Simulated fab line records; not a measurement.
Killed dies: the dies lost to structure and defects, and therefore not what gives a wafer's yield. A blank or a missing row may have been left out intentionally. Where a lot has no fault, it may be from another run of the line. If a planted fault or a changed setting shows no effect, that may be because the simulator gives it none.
fab line records	flow nand_harc
record lots=24	wafers=72	last_day=33
route steps=1302 shown P_STI@100 P_GATE@143
lots that met no fault: taken from a fault-free run of the same line
start_h: hours from the record's opening day to when the first of the lot's shown wafers began	wait_h: time in hours since the lot's previous step	" unchanged from the row above	L1.1+2: one row covering several wafers at once	- no value, or no start given	* or withheld: withheld	< > ~ a bound
route shown NAME@n: names a module that has steps shown in the file, with the first one's number in the route	usual: mean/standard deviation taken from wafers without a fault	same: alike in all rows	chamber/n: place in a boat	sites: per-site readings	_std_site: their standard deviation	_edge_site: mean of outer sites minus mean of inner sites	radius_mm: how far each site lies from the wafer's centre	mask NAME#n: copy n	behind: the last tool/chamber to shape the wafer	hold: what put the lot on hold/how long, in hours/how the hold closed	device: names the non-switching transistor (n, p or np)	end of line: tests of these same wafers at the route's end	a step with no rows: only its recipe	killed: the dies lost at the first sort to structure and to defects; this is not the yield of the wafer	map: shows each die of a wafer: x if killed, . if not, _ if none is there
set.NAME: the setting that was run; set.NAME@STEP: the one run at that earlier step	model.NAME: the simulator's own value behind a step, which no gauge read
steps of the route over a sample of lots; a table a step, a row a wafer
services: from which hour (start_h, from the record's first day; less than 0 if before it) a tool's chamber was out of use, for how many hours, and why
## steps
# step NHARC_P_STI_CMP_21
# recipe t_overpolish_s=20	target_thk_nm=380.67
# usual motor_current_A=11.4/1.1	overpolish_run_s=20.000/0.0092
lot.wafer	tool	chamber	start_h	wait_h	motor_current_A	overpolish_run_s
L074.1	cmp-02	1	67.99	0.4	12.2	20.002
L074.6	"	1	"	"	11.6	20.010
L074.5	"	2	"	"	12.0	20.002
L075.1	cmp-02	3	73.82	0.4	11.6	19.995
L075.2	"	2	"	"	12.6	20.003
L075.5	"	0	"	"	13.4	19.997
L076.1	cmp-01	3	81.48	0.4	10.3	19.998
L076.3	"	1	"	"	9.6	19.997
L076.5	"	2	"	"	10.7	19.986
L077.1	cmp-04	0	95.96	0.4	11.4	19.997
L077.2	"	2	"	"	12.0	19.999
L077.6	"	3	"	"	9.8	19.997
L078.2	cmp-01	3	101.03	0.4	11.4	20.007
L078.4	"	1	"	"	9.8	20.003
L078.1	"	2	"	"	11.0	19.988
L079.2	cmp-01	0	115.80	0.4	13.3	20.009
L079.4	"	2	"	"	11.1	20.014
L079.3	"	3	"	"	10.6	19.999
L080.4	cmp-01	0	122.39	0.4	12.8	19.996
L080.2	"	3	"	"	11.3	20.012
L080.5	"	0	"	"	12.9	19.998
L081.3	cmp-04	3	135.24	0.4	10.3	19.998
L081.4	"	2	"	"	11.5	19.997
L081.6	"	3	"	"	10.6	20.002
L082.2	cmp-04	1	141.90	0.4	12.4	19.993
L082.6	"	1	"	"	12.6	20.001
L082.5	"	2	"	"	12.2	20.011
L083.1	cmp-01	3	155.45	0.4	11.5	19.999
L083.6	"	3	"	"	10.7	20.002
L083.5	"	0	"	"	12.8	20.006
L084.4	cmp-01	0	162.80	0.4	12.5	20.003
L084.1	"	1	"	"	10.2	19.980
L084.6	"	3	"	"	11.3	20.002
L085.2	cmp-01	1	174.64	0.4	10.3	19.974
L085.3	"	3	"	"	10.7	20.005
L085.5	"	1	"	"	9.7	20.002
L086.2	cmp-04	3	182.50	0.4	10.6	20.006
L086.1	"	0	"	"	11.0	20.001
L086.3	"	1	"	"	12.6	20.006
L087.4	cmp-01	0	207.39	0.4	12.2	20.001
L087.3	"	1	"	"	9.9	19.998
L087.6	"	1	"	"	10.5	20.004
L088.3	cmp-02	0	207.42	0.4	14.2	19.998
L088.1	"	1	"	"	11.3	19.988
L088.6	"	2	"	"	11.9	20.002
L089.4	cmp-01	3	211.27	0.4	11.2	20.001
L089.1	"	2	"	"	10.5	19.996
L089.6	"	0	"	"	12.5	19.997
L090.1	cmp-01	2	223.53	0.4	10.9	19.986
L090.3	"	0	"	"	12.1	20.002
L090.6	"	1	"	"	9.6	19.998
L091.1	cmp-01	3	232.69	0.4	10.0	19.988
L091.6	"	2	"	"	11.0	19.983
L091.5	"	3	"	"	10.9	19.997
L092.3	cmp-04	1	244.18	0.4	13.1	20.023
L092.4	"	2	"	"	11.8	20.015
L092.1	"	0	"	"	11.2	19.998
L093.3	cmp-01	2	252.02	0.4	11.2	20.010
L093.2	"	0	"	"	13.1	20.015
L093.6	"	2	"	"	10.9	19.999
L094.4	cmp-02	3	265.49	0.4	11.5	20.016
L094.3	"	1	"	"	11.8	19.998
L094.6	"	0	"	"	13.7	20.007
L095.3	cmp-02	3	273.64	0.4	12.0	19.995
L095.2	"	1	"	"	11.5	19.990
L095.6	"	3	"	"	11.2	20.004
L096.3	cmp-02	1	284.92	0.4	11.4	20.003
L096.4	"	2	"	"	12.4	19.997
L096.6	"	1	"	"	11.8	19.997
L097.3	cmp-04	3	298.30	0.4	10.1	20.017
L097.1	"	0	"	"	10.8	19.997
L097.6	"	3	"	"	10.2	20.003
# step NHARC_P_GATE_INSPECT_28
# usual raw_defect_count=6.9/2.9
lot.wafer	tool	chamber	start_h	wait_h	raw_defect_count
L074.1	defect_inspect-02	-	101.42	0.0	10
L074.5	"	-	"	"	3
L074.6	"	-	"	"	7
L075.1	defect_inspect-01	-	109.72	0.0	7
L075.2	"	-	"	"	5
L075.5	"	-	"	"	8
L076.1	defect_inspect-01	-	114.81	0.0	10
L076.3	"	-	"	"	8
L076.5	"	-	"	"	14
L077.1	defect_inspect-02	-	132.71	0.0	5
L077.2	"	-	"	"	2
L077.6	"	-	"	"	4
L078.1	defect_inspect-02	-	132.86	0.0	10
L078.2	"	-	"	"	7
L078.4	"	-	"	"	8
L079.2	defect_inspect-01	-	151.46	0.0	7
L079.3	"	-	"	"	3
L079.4	"	-	"	"	7
L080.2	defect_inspect-02	-	156.46	0.0	7
L080.4	"	-	"	"	7
L080.5	"	-	"	"	16
L081.3	defect_inspect-02	-	167.14	0.0	9
L081.4	"	-	"	"	7
L081.6	"	-	"	"	7
L082.2	defect_inspect-02	-	174.95	0.0	6
L082.5	"	-	"	"	4
L082.6	"	-	"	"	11
L083.1	defect_inspect-01	-	192.86	0.0	8
L083.5	"	-	"	"	3
L083.6	"	-	"	"	9
L084.1	defect_inspect-02	-	200.06	0.0	4
L084.4	"	-	"	"	4
L084.6	"	-	"	"	5
L085.2	defect_inspect-02	-	209.12	0.0	5
L085.3	"	-	"	"	13
L085.5	"	-	"	"	11
L086.1	defect_inspect-01	-	214.71	0.0	10
L086.2	"	-	"	"	6
L086.3	"	-	"	"	5
L087.3	defect_inspect-02	-	237.93	0.0	9
L087.4	"	-	"	"	7
L087.6	"	-	"	"	6
L088.1	defect_inspect-01	-	238.69	0.0	2
L088.3	"	-	"	"	8
L088.6	"	-	"	"	5
L089.1	defect_inspect-01	-	242.59	0.1	6
L089.4	"	-	"	"	5
L089.6	"	-	"	"	5
L090.1	defect_inspect-01	-	258.54	0.0	12
L090.3	"	-	"	"	3
L090.6	"	-	"	"	11
L091.1	defect_inspect-01	-	263.52	0.0	11
L091.5	"	-	"	"	3
L091.6	"	-	"	"	2
L092.1	defect_inspect-01	-	280.09	0.0	6
L092.3	"	-	"	"	9
L092.4	"	-	"	"	4
L093.2	defect_inspect-02	-	280.40	0.0	8
L093.3	"	-	"	"	11
L093.6	"	-	"	"	7
L094.3	defect_inspect-01	-	300.86	0.0	7
L094.4	"	-	"	"	15
L094.6	"	-	"	"	9
L095.2	defect_inspect-01	-	305.45	0.0	7
L095.3	"	-	"	"	5
L095.6	"	-	"	"	8
L096.3	defect_inspect-02	-	318.61	0.0	7
L096.4	"	-	"	"	5
L096.6	"	-	"	"	2
L097.1	defect_inspect-01	-	333.41	0.0	6
L097.3	"	-	"	"	5
L097.6	"	-	"	"	6
# step NHARC_P_GATE_ETCH_114
# recipe target_depth_a=300	overetch_a=30	time_s=16.5	ion_energy_ev=100	cf4_flow_sccm=80	o2_flow_sccm=20	ar_flow_sccm=0	rf_w=300	bias_w=100	chemistry=CF4/O2
# usual drypump_motor_current_A=5.6/0.41	mfc_ar_sccm=0.014/0.014	oes_product_au=1.001/0.015	rf_vpp_V=198.1/1.7	showerhead_plenum_p_Torr=1.36/0.064	throttle_valve_pct=13.399/0.0084
lot.wafer	tool	chamber	start_h	wait_h	drypump_motor_current_A	mfc_ar_sccm	oes_product_au	rf_hours_counter_h	rf_vpp_V	showerhead_plenum_p_Torr	throttle_valve_pct
L074.1	rie_diel-13	3	-	-	5.0	0.029	1.014	7	198.5	1.29	13.400
L074.5	"	2	"	"	5.1	0.034	0.983	-	198.6	1.44	13.403
L074.6	"	0	"	"	5.7	0	0.984	-	200.1	1.42	13.389
L075.1	rie_diel-09	2	-	-	5.9	0.009	0.978	7	195.4	1.26	13.416
L075.2	"	3	"	"	6.1	0	1.001	6	198.3	1.41	13.392
L075.5	"	2	"	"	6.0	0.009	0.977	-	197.2	1.26	13.400
L076.1	rie_diel-08	1	-	-	6.1	0	1.000	6	198.9	1.36	13.402
L076.3	"	2	"	"	5.3	0.034	1.031	5	196.9	1.36	13.387
L076.5	"	1	"	"	6.1	0	0.999	-	199.4	1.36	13.414
L077.1	rie_diel-08	2	-	-	5.3	0.034	1.033	5	199.0	1.35	13.401
L077.2	"	3	"	"	5.7	0	1.020	5	200.3	1.42	13.408
L077.6	"	1	"	"	6.1	0	1.001	-	198.1	1.36	13.382
L078.4	rie_diel-13	1	-	-	5.8	0.024	0.993	9	196.7	1.28	13.402
L078.2	"	2	"	"	5.2	0.034	0.989	10	200.4	1.44	13.391
L078.1	"	3	"	"	5.0	0.029	1.014	9	196.6	1.29	13.413
L079.2	rie_diel-13	1	-	-	5.8	0.024	0.985	10	194.8	1.28	13.389
L079.4	"	2	"	"	5.2	0.034	0.986	11	199.1	1.44	13.407
L079.3	"	3	"	"	5.0	0.029	1.012	10	197.1	1.29	13.402
L080.2	rie_diel-13	0	-	-	5.6	0	1.013	10	199.5	1.42	13.398
L080.4	"	3	"	"	5.1	0.029	1.023	11	195.0	1.29	13.394
L080.5	"	0	"	"	5.7	0	1.019	-	198.7	1.42	13.391
L081.3	rie_diel-09	3	-	-	6.1	0	1.025	0	198.8	1.41	13.404
L081.4	"	0	"	"	4.8	0.002	1.014	0	198.6	1.36	13.406
L081.6	"	1	"	"	6.1	0	1.017	-	199.1	1.36	13.407
L082.2	rie_diel-08	1	-	-	6.1	0	0.989	10	198.0	1.36	13.393
L082.6	"	2	"	"	5.3	0.034	1.021	-	197.7	1.35	13.392
L082.5	"	3	"	"	5.7	0	1.027	-	200.1	1.42	13.401
L083.1	rie_diel-13	2	-	-	5.2	0.034	0.988	0	199.6	1.44	13.384
L083.5	"	3	"	"	5.1	0.029	1.002	-	197.3	1.29	13.413
L083.6	"	0	"	"	5.7	0	0.977	-	199.6	1.42	13.419
L084.1	rie_diel-08	0	-	-	5.9	0.013	0.997	0	196.7	1.25	13.391
L084.4	"	1	"	"	6.1	0	1.002	0	199.0	1.36	13.397
L084.6	"	0	"	"	5.9	0.013	1.006	-	195.1	1.25	13.396
L085.2	rie_diel-13	1	-	-	5.8	0.024	0.985	2	197.1	1.28	13.412
L085.3	"	2	"	"	5.2	0.034	0.996	2	200.4	1.44	13.393
L085.5	"	1	"	"	5.8	0.024	0.983	-	197.8	1.28	13.410
L086.2	rie_diel-13	0	-	-	5.7	0	0.977	2	198.3	1.42	13.393
L086.1	"	1	"	"	5.8	0.024	0.985	2	196.2	1.28	13.375
L086.3	"	2	"	"	5.2	0.034	0.987	2	199.3	1.44	13.395
L087.4	rie_diel-13	1	-	-	5.8	0.024	0.984	4	196.7	1.28	13.402
L087.3	"	0	"	"	5.6	0	0.993	4	200.2	1.42	13.404
L087.6	"	1	"	"	5.8	0.024	0.980	-	196.6	1.28	13.392
L088.1	rie_diel-09	2	-	-	6.0	0.009	1.019	5	195.3	1.26	13.397
L088.3	"	0	"	"	4.9	0.002	0.995	5	197.8	1.36	13.403
L088.6	"	3	"	"	6.1	0	1.003	-	197.5	1.41	13.408
L089.1	rie_diel-08	2	-	-	5.3	0.034	1.012	2	197.6	1.35	13.401
L089.4	"	3	"	"	5.7	0	1.011	2	200.0	1.42	13.374
L089.6	"	0	"	"	5.9	0.013	0.996	-	194.3	1.24	13.390
L090.1	rie_diel-09	3	-	-	6.1	0	1.006	6	196.6	1.41	13.403
L090.3	"	0	"	"	4.8	0.002	1.002	5	197.0	1.36	13.407
L090.6	"	3	"	"	6.1	0	0.998	-	199.7	1.41	13.405
L091.1	rie_diel-08	2	-	-	5.3	0.034	1.006	4	198.4	1.35	13.397
L091.6	"	1	"	"	6.1	0	1.004	-	199.2	1.36	13.400
L091.5	"	2	"	"	5.3	0.034	1.011	-	199.0	1.35	13.397
L092.4	rie_diel-13	2	-	-	5.2	0.034	1.003	7	200.8	1.44	13.394
L092.3	"	3	"	"	5.1	0.029	0.999	7	197.0	1.29	13.401
L092.1	"	0	"	"	5.7	0	0.990	7	198.4	1.42	13.393
L093.2	rie_diel-09	0	-	-	4.8	0.002	1.006	7	199.3	1.36	13.394
L093.3	"	1	"	"	6.0	0	1.010	7	198.6	1.36	13.392
L093.6	"	0	"	"	4.8	0.002	1.012	-	197.6	1.36	13.404
L094.4	rie_diel-08	2	-	-	5.3	0.034	1.007	5	198.9	1.35	13.403
L094.3	"	0	"	"	5.9	0.013	1.010	6	195.4	1.24	13.400
L094.6	"	2	"	"	5.3	0.034	1.005	-	198.5	1.35	13.407
L095.2	rie_diel-13	2	-	-	5.2	0.034	0.992	9	200.6	1.44	13.409
L095.3	"	0	"	"	5.7	0	0.988	9	200.0	1.42	13.410
L095.6	"	2	"	"	5.2	0.034	0.995	-	200.2	1.44	13.392
L096.3	rie_diel-09	0	-	-	4.8	0.002	0.995	8	198.8	1.36	13.407
L096.6	"	1	"	"	6.1	0	1.013	-	196.9	1.36	13.405
L096.4	"	3	"	"	6.1	0	1.016	-	198.4	1.41	13.401
L097.3	rie_diel-13	2	-	-	5.2	0.034	0.996	11	199.9	1.44	13.401
L097.1	"	3	"	"	5.0	0.029	0.998	7	196.3	1.29	13.405
L097.6	"	1	"	"	5.8	0.024	0.966	-	194.4	1.28	13.395
# step NHARC_P_GATE_STRIP_101
# recipe time_s=20	o2_flow_sccm=500	ar_flow_sccm=0	bias_w=0	chemistry=O2
# usual drypump_motor_current_A=5.7/0.42	mfc_ar_sccm=0.012/0.013	oes_product_au=1.002/0.014	rf_vpp_V=57.9/0.93	showerhead_plenum_p_Torr=3.56/0.16	throttle_valve_pct=17.036/0.0088
lot.wafer	tool	chamber	start_h	wait_h	drypump_motor_current_A	mfc_ar_sccm	oes_product_au	rf_hours_counter_h	rf_vpp_V	showerhead_plenum_p_Torr	throttle_valve_pct
L074.1	rie_diel-13	2	112.53	0.1	5.2	0.034	0.991	9	57.8	3.79	17.054
L074.6	"	1	"	"	5.8	0.024	1.001	-	57.2	3.39	17.029
L074.5	"	2	"	"	5.2	0.034	0.987	-	56.9	3.79	17.024
L075.1	rie_diel-13	1	120.63	0.1	5.8	0.024	1.004	8	57.6	3.39	17.035
L075.2	"	3	"	"	5.1	0.029	1.024	9	57.5	3.42	17.038
L075.5	"	1	"	"	5.8	0.024	1.001	-	58.7	3.39	17.026
L076.1	rie_diel-09	0	125.73	0.1	4.9	0.002	0.985	5	56.5	3.60	17.038
L076.3	"	1	"	"	6.1	0	1.012	6	56.7	3.59	17.030
L076.5	"	0	"	"	4.9	0.002	0.995	-	59.9	3.60	17.030
L077.2	rie_diel-08	1	143.71	0.1	6.1	0	0.993	8	59.3	3.58	17.036
L077.1	"	2	"	"	5.3	0.034	1.025	7	57.0	3.58	17.030
L077.6	"	0	"	"	5.9	0.013	1.002	-	57.8	3.30	17.037
L078.1	rie_diel-08	0	143.76	0.1	5.9	0.013	1.007	8	58.1	3.30	17.034
L078.2	"	1	"	"	6.1	0	0.994	8	56.2	3.58	17.033
L078.4	"	3	"	"	5.7	0	1.009	7	58.0	3.74	17.025
L079.2	rie_diel-09	0	162.55	0.1	4.9	0.002	1.009	0	57.7	3.60	17.019
L079.3	"	2	"	"	6.0	0.009	1.006	0	58.3	3.33	17.038
L079.4	"	2	"	"	6.0	0.009	1.008	-	56.2	3.33	17.038
L080.2	rie_diel-08	1	167.40	0.1	6.1	0	0.999	9	59.2	3.58	17.028
L080.4	"	2	"	"	5.3	0.034	1.017	8	57.7	3.58	17.042
L080.5	"	1	"	"	6.1	0	0.988	-	57.1	3.58	17.038
L081.3	rie_diel-13	2	178.12	0.1	5.2	0.034	0.989	0	57.9	3.79	17.048
L081.4	"	0	"	"	5.7	0	0.997	0	58.1	3.75	17.020
L081.6	"	1	"	"	5.8	0.024	0.970	-	56.8	3.39	17.036
L082.2	rie_diel-08	2	185.82	0.1	5.3	0.034	1.006	9	58.6	3.58	17.023
L082.6	"	3	"	"	5.7	0	1.011	-	58.5	3.74	17.034
L082.5	"	0	"	"	6.0	0.013	1.008	-	57.2	3.30	17.028
L083.1	rie_diel-09	2	203.87	0.1	6.0	0.009	1.038	3	56.3	3.33	17.031
L083.5	"	2	"	"	6.0	0.009	1.033	-	56.9	3.33	17.027
L083.6	"	3	"	"	6.1	0	1.023	-	57.8	3.71	17.018
L084.1	rie_diel-08	3	210.82	0.1	5.7	0	1.019	0	59.3	3.74	17.032
L084.4	"	1	"	"	6.1	0	0.996	0	59.8	3.58	17.042
L084.6	"	0	"	"	5.9	0.013	1.000	-	58.1	3.30	17.044
L085.2	rie_diel-09	1	219.96	0.1	6.1	0	0.996	4	57.4	3.58	17.045
L085.3	"	2	"	"	6.0	0.009	1.012	5	57.2	3.33	17.028
L085.5	"	1	"	"	6.1	0	0.995	-	58.4	3.58	17.048
L086.2	rie_diel-09	0	225.71	0.1	4.8	0.002	1.007	4	58.2	3.60	17.042
L086.3	"	1	"	"	6.1	0	1.000	4	57.0	3.58	17.041
L086.1	"	2	"	"	6.0	0.009	1.005	5	57.5	3.33	17.041
L087.3	rie_diel-13	1	248.78	0.1	5.8	0.024	0.978	4	57.8	3.39	17.028
L087.4	"	3	"	"	5.1	0.029	1.003	5	57.1	3.42	17.030
L087.6	"	1	"	"	5.8	0.024	0.988	-	57.6	3.39	17.046
L088.1	rie_diel-13	1	249.67	0.1	5.8	0.024	0.979	4	57.8	3.39	17.029
L088.3	"	0	"	"	5.7	0	0.995	4	57.9	3.74	17.021
L088.6	"	2	"	"	5.2	0.034	0.992	-	58.7	3.79	17.029
L089.4	rie_diel-09	2	253.42	0.1	6.0	0.009	1.023	6	59.0	3.33	17.034
L089.1	"	3	"	"	6.1	0	1.006	5	57.1	3.71	17.048
L089.6	"	1	"	"	6.1	0	1.012	-	58.4	3.58	17.031
L090.1	rie_diel-13	2	269.52	0.1	5.2	0.034	1.004	6	58.0	3.78	17.025
L090.3	"	3	"	"	5.0	0.029	1.000	6	56.3	3.42	17.040
L090.6	"	2	"	"	5.2	0.034	1.004	-	58.0	3.78	17.019
L091.1	rie_diel-08	0	274.55	0.1	6.0	0.013	0.993	5	56.1	3.30	17.027
L091.5	"	3	"	"	5.7	0	0.993	-	57.1	3.74	17.033
L091.6	"	0	"	"	5.9	0.013	0.990	-	57.3	3.30	17.036
L092.1	rie_diel-08	3	291.04	0.1	5.7	0	0.997	5	58.2	3.74	17.035
L092.3	"	0	"	"	5.9	0.013	0.994	6	57.7	3.30	17.027
L092.4	"	1	"	"	6.1	0	1.003	5	57.9	3.58	17.040
L093.3	rie_diel-08	0	291.26	0.1	5.9	0.013	0.983	6	56.0	3.30	17.046
L093.2	"	1	"	"	6.1	0	1.005	5	58.0	3.58	17.041
L093.6	"	3	"	"	5.7	0	0.995	-	58.5	3.74	17.049
L094.3	rie_diel-13	2	311.90	0.1	5.2	0.034	0.989	9	58.2	3.78	17.040
L094.6	"	2	"	"	5.2	0.034	0.987	-	58.0	3.78	17.021
L094.4	"	0	"	"	5.7	0	0.991	-	59.4	3.74	17.046
L095.3	rie_diel-09	0	316.45	0.1	4.8	0.002	1.002	8	58.8	3.59	17.024
L095.2	"	1	"	"	6.1	0	1.021	9	58.5	3.58	17.038
L095.6	"	3	"	"	6.1	0	1.012	-	57.7	3.71	17.039
L096.4	rie_diel-13	3	329.54	0.1	5.1	0.029	1.005	7	59.3	3.42	17.052
L096.3	"	2	"	"	5.2	0.034	1.002	11	58.7	3.78	17.034
L096.6	"	0	"	"	5.7	0	0.996	-	59.4	3.74	17.037
L097.3	rie_diel-09	2	344.50	0.1	6.0	0.009	0.977	1	57.0	3.33	17.040
L097.1	"	0	"	"	4.8	0.002	1.008	1	59.5	3.59	17.043
L097.6	"	2	"	"	6.0	0.009	0.975	-	57.0	3.33	17.034
# step NHARC_P_GATE_STRIP_112
# recipe power_w=1500	temp_c=110	time_s=200	chemistry=N2/H2
# usual drypump_motor_current_A=5.90/0.24	heater_power_w=98/11
lot.wafer	tool	chamber	start_h	wait_h	drypump_motor_current_A	heater_power_w	rf_hours_counter_h
L074.1	plasma_asher-02	1	115.66	0.2	6.09	111	6
L074.6	"	0	"	"	6.09	100	-
L074.5	"	1	"	"	6.08	108	-
L075.2	plasma_asher-02	0	124.05	0.2	6.07	103	9
L075.1	"	1	"	"	6.10	107	9
L075.5	"	0	"	"	6.06	102	-
L076.1	plasma_asher-02	0	128.94	0.2	6.09	103	10
L076.3	"	1	"	"	6.10	107	-
L076.5	"	1	"	"	6.11	110	-
L077.2	plasma_asher-01	0	146.94	0.2	5.67	91	30
L077.1	"	1	"	"	5.52	85	30
L077.6	"	1	"	"	5.53	87	-
L078.1	plasma_asher-02	0	147.22	0.2	6.07	103	14
L078.2	"	1	"	"	6.07	108	14
L078.4	"	0	"	"	6.06	101	-
L079.2	plasma_asher-02	0	165.80	0.2	6.06	102	17
L079.3	"	1	"	"	6.09	111	-
L079.4	"	0	"	"	6.07	103	-
L080.2	plasma_asher-02	1	170.61	0.2	6.10	110	20
L080.4	"	1	"	"	6.11	110	-
L080.5	"	1	"	"	6.11	109	-
L081.4	plasma_asher-01	1	181.16	0.2	5.51	81	-
L081.3	"	0	"	"	5.68	88	-
L081.6	"	0	"	"	5.68	88	-
L082.2	plasma_asher-01	1	189.03	0.2	5.53	81	3
L082.6	"	0	"	"	5.68	86	-
L082.5	"	1	"	"	5.53	82	-
L083.1	plasma_asher-02	1	207.01	0.2	6.09	107	27
L083.5	"	0	"	"	6.06	102	-
L083.6	"	1	"	"	6.11	109	-
L084.1	plasma_asher-02	1	213.82	0.2	6.11	109	30
L084.4	"	1	"	"	6.12	110	-
L084.6	"	0	"	"	6.07	101	-
L085.2	plasma_asher-01	1	223.09	0.2	5.52	82	9
L085.3	"	1	"	"	5.51	82	-
L085.5	"	0	"	"	5.65	88	-
L086.2	plasma_asher-02	1	228.67	0.2	6.11	110	32
L086.1	"	0	"	"	6.07	100	32
L086.3	"	1	"	"	6.08	112	-
L087.4	plasma_asher-01	1	252.20	0.4	5.52	83	-
L087.3	"	0	"	"	5.68	86	-
L087.6	"	1	"	"	5.50	80	-
L088.1	plasma_asher-01	0	252.88	0.2	5.70	86	14
L088.3	"	0	"	"	5.69	86	-
L088.6	"	0	"	"	5.68	88	-
L089.1	plasma_asher-01	1	257.26	0.2	5.54	82	17
L089.4	"	1	"	"	5.52	81	-
L089.6	"	0	"	"	5.70	87	-
L090.1	plasma_asher-02	0	272.80	0.2	6.07	106	2
L090.3	"	1	"	"	6.10	111	-
L090.6	"	1	"	"	6.08	109	-
L091.1	plasma_asher-02	1	277.67	0.2	6.10	108	4
L091.6	"	0	"	"	6.11	104	-
L091.5	"	1	"	"	6.11	110	-
L092.1	plasma_asher-02	1	294.16	0.2	6.11	108	8
L092.3	"	0	"	"	6.08	105	-
L092.4	"	1	"	"	6.14	107	-
L093.2	plasma_asher-02	0	294.76	0.4	6.06	103	9
L093.3	"	0	"	"	6.08	105	-
L093.6	"	0	"	"	6.08	102	-
L094.3	plasma_asher-01	0	315.26	0.2	5.66	86	-
L094.4	"	1	"	"	5.53	80	-
L094.6	"	1	"	"	5.52	85	-
L095.2	plasma_asher-02	1	319.71	0.2	6.11	105	13
L095.3	"	0	"	"	6.09	104	-
L095.6	"	0	"	"	6.06	105	-
L096.4	plasma_asher-01	1	332.72	0.2	5.51	81	-
L096.3	"	0	"	"	5.68	89	-
L096.6	"	1	"	"	5.53	83	-
L097.1	plasma_asher-02	0	348.05	0.2	6.08	103	22
L097.3	"	0	"	"	6.09	105	-
L097.6	"	1	"	"	6.10	106	-
# step NHARC_P_GATE_STRIP_76
# recipe power_w=1500	temp_c=250	chemistry=O2
# usual drypump_motor_current_A=5.90/0.24	heater_power_w=368/40
lot.wafer	tool	chamber	start_h	wait_h	drypump_motor_current_A	heater_power_w	rf_hours_counter_h
L074.1	plasma_asher-02	1	115.89	0.2	6.11	411	6
L074.6	"	0	"	"	6.06	378	-
L074.5	"	1	"	"	6.10	407	-
L075.2	plasma_asher-02	0	124.31	0.2	6.06	380	9
L075.1	"	1	"	"	6.09	413	9
L075.5	"	0	"	"	6.07	382	-
L076.1	plasma_asher-02	0	129.19	0.2	6.09	382	10
L076.3	"	1	"	"	6.11	408	-
L076.5	"	1	"	"	6.07	416	-
L077.2	plasma_asher-01	0	147.20	0.2	5.68	337	30
L077.1	"	1	"	"	5.51	319	30
L077.6	"	1	"	"	5.51	320	-
L078.1	plasma_asher-02	0	147.48	0.2	6.05	382	14
L078.2	"	1	"	"	6.10	415	14
L078.4	"	0	"	"	6.05	377	-
L079.2	plasma_asher-02	0	166.03	0.2	6.05	379	17
L079.3	"	1	"	"	6.10	415	-
L079.4	"	0	"	"	6.07	380	-
L080.2	plasma_asher-02	1	170.87	0.2	6.13	408	20
L080.4	"	1	"	"	6.13	406	-
L080.5	"	1	"	"	6.12	418	-
L081.4	plasma_asher-01	1	181.36	0.2	5.52	308	-
L081.3	"	0	"	"	5.66	330	-
L081.6	"	0	"	"	5.65	326	-
L082.2	plasma_asher-01	1	189.26	0.2	5.52	305	3
L082.6	"	0	"	"	5.68	341	-
L082.5	"	1	"	"	5.52	307	-
L083.1	plasma_asher-02	1	207.23	0.2	6.08	407	28
L083.5	"	0	"	"	6.05	374	-
L083.6	"	1	"	"	6.10	415	-
L084.1	plasma_asher-02	1	214.05	0.2	6.11	422	30
L084.4	"	1	"	"	6.08	418	-
L084.6	"	0	"	"	6.07	381	-
L085.2	plasma_asher-01	1	223.33	0.2	5.52	307	9
L085.3	"	1	"	"	5.52	301	-
L085.5	"	0	"	"	5.68	328	-
L086.2	plasma_asher-02	1	228.93	0.2	6.11	400	33
L086.1	"	0	"	"	6.09	370	33
L086.3	"	1	"	"	6.10	415	-
L087.4	plasma_asher-01	1	252.40	0.2	5.51	302	-
L087.3	"	0	"	"	5.67	321	-
L087.6	"	1	"	"	5.53	309	-
L088.1	plasma_asher-01	0	253.14	0.2	5.67	323	15
L088.3	"	0	"	"	5.70	327	-
L088.6	"	0	"	"	5.66	329	-
L089.1	plasma_asher-01	1	257.49	0.2	5.51	312	18
L089.4	"	1	"	"	5.51	307	-
L089.6	"	0	"	"	5.70	326	-
L090.1	plasma_asher-02	0	273.03	0.2	6.07	385	3
L090.3	"	1	"	"	6.10	410	-
L090.6	"	1	"	"	6.09	396	-
L091.1	plasma_asher-02	1	277.90	0.2	6.08	411	4
L091.6	"	0	"	"	6.06	395	-
L091.5	"	1	"	"	6.10	400	-
L092.1	plasma_asher-02	1	294.39	0.2	6.08	400	9
L092.3	"	0	"	"	6.08	400	-
L092.4	"	1	"	"	6.12	402	-
L093.2	plasma_asher-02	0	294.99	0.2	6.04	386	9
L093.3	"	0	"	"	6.09	384	-
L093.6	"	0	"	"	6.06	391	-
L094.3	plasma_asher-01	0	315.46	0.2	5.65	327	-
L094.4	"	1	"	"	5.51	304	-
L094.6	"	1	"	"	5.53	314	-
L095.2	plasma_asher-02	1	319.96	0.2	6.12	397	13
L095.3	"	0	"	"	6.09	398	-
L095.6	"	0	"	"	6.07	373	-
L096.4	plasma_asher-01	1	332.92	0.2	5.50	306	-
L096.3	"	0	"	"	5.69	331	-
L096.6	"	1	"	"	5.53	312	-
L097.1	plasma_asher-02	0	348.31	0.2	6.06	388	22
L097.3	"	0	"	"	6.08	397	-
L097.6	"	1	"	"	6.10	406	-
## services
tool	chamber	start_h	hours	kind
rie_diel-13	-	47.34	0.5	repair
rie_diel-09	0	67.12	6.6	repair
plasma_asher-02	-	73.04	9.0	pm
rie_diel-13	1	91.96	10.3	repair
rie_diel-08	2	98.81	8.6	repair
plasma_asher-01	-	120.07	4.4	repair
rie_diel-08	0	131.82	3.2	repair
rie_diel-09	-	143.10	9.0	pm
rie_diel-09	3	154.89	8.6	repair
rie_diel-13	-	165.00	9.0	pm
plasma_asher-01	-	165.07	9.0	pm
rie_diel-08	-	190.80	9.0	pm
rie_diel-09	3	200.05	2.7	repair
rie_diel-13	-	203.11	0.3	repair
plasma_asher-01	-	209.48	4.9	repair
plasma_asher-02	-	250.04	9.0	pm
plasma_asher-01	-	292.14	3.1	repair
rie_diel-13	3	298.39	30.6	repair
rie_diel-09	2	299.62	4.5	repair
rie_diel-08	0	310.99	14.5	repair
rie_diel-09	2	311.19	16.1	repair
rie_diel-09	-	320.10	9.0	pm
rie_diel-13	-	342.00	9.0	pm
plasma_asher-01	-	342.07	9.0	pm
## key
fault none
